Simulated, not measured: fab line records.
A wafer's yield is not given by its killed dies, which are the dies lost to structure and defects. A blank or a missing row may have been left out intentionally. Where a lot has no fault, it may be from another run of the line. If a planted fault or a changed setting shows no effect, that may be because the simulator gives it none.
One fault through the eyes of 2 desks    flow n5 finfet    numbers are kept per desk, each desk with only its own; the story behind them comes last

== FROM THE METROLOGY DESK ==
What the gauges read, lot by lot, whatever tool the lot ran on: means of the sampled wafers that have a number. The brackets show how far a lot's mean lies from the usual mean; more than 4 standard deviations puts the lot out of limits, marked OUT.
Columns: A = NWFM_OVL at N5_HKMG_FIN_OVL_MEAS_13, usual -0.3 nm
lot   first seen here  A
L913  day 5 00:53      -0.4
L915  day 5 08:56      -0.2
L919  day 6 13:22      -0.6
L920  day 6 15:13      -0.2
L924  day 7 18:58      29.0 (+46) OUT
L925  day 7 22:59      28.3 (+45) OUT
L926  day 8 01:17      -0.4
L928  day 8 16:33      -1.1
L930  day 9 05:30      0.8
L931  day 9 14:21      -0.8
L932  day 9 22:12      -0.8
Per this desk, out of limits: L924, L925; the first was L924, day 7 18:58 (NWFM_OVL at N5_HKMG_FIN_OVL_MEAS_13). L913, L915, L919, L920, L926, L928, L930, L931, L932: within limits.

== TOOL OWNER'S DESK, arfi scanner-02 ==
The tool's own readings at N5_HKMG_FIN_EXPOSE_09 (exposes mask NWFM): means of the sampled wafers that have a number, for each lot that ran on this tool. The brackets show how far a lot's mean lies from the usual mean; more than 4 standard deviations puts the lot out of limits, marked OUT.
Columns: A = stage vel mm s at N5_HKMG_FIN_EXPOSE_09, usual 500.01 mm/s
lot   first seen here  A
L913  day 5 00:44      499.82
L920  day 6 15:05      500.20
L924  day 7 18:49      500.43
L925  day 7 22:49      500.05
This desk's verdict: no lot among the 4 shows anything out of limits.

== BROUGHT TOGETHER ==
Metrology desk: alarm possible at day 7 18:58 on L924, L925.
The desk of the tool owner found nothing out of limits.
Tool owner's desk: L924, L925 on record, inside its limits.
Of the lots named, all ran N5_HKMG_FIN_EXPOSE_09 on arfi scanner-02.

== WHAT WAS PUT IN BY THE SIMULATOR ==
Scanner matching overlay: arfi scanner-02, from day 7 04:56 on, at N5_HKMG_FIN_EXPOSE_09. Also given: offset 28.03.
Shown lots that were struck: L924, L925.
Per desk, hours elapsed from the start of the fault to the first reading out of limits: for the metrology desk, 14.
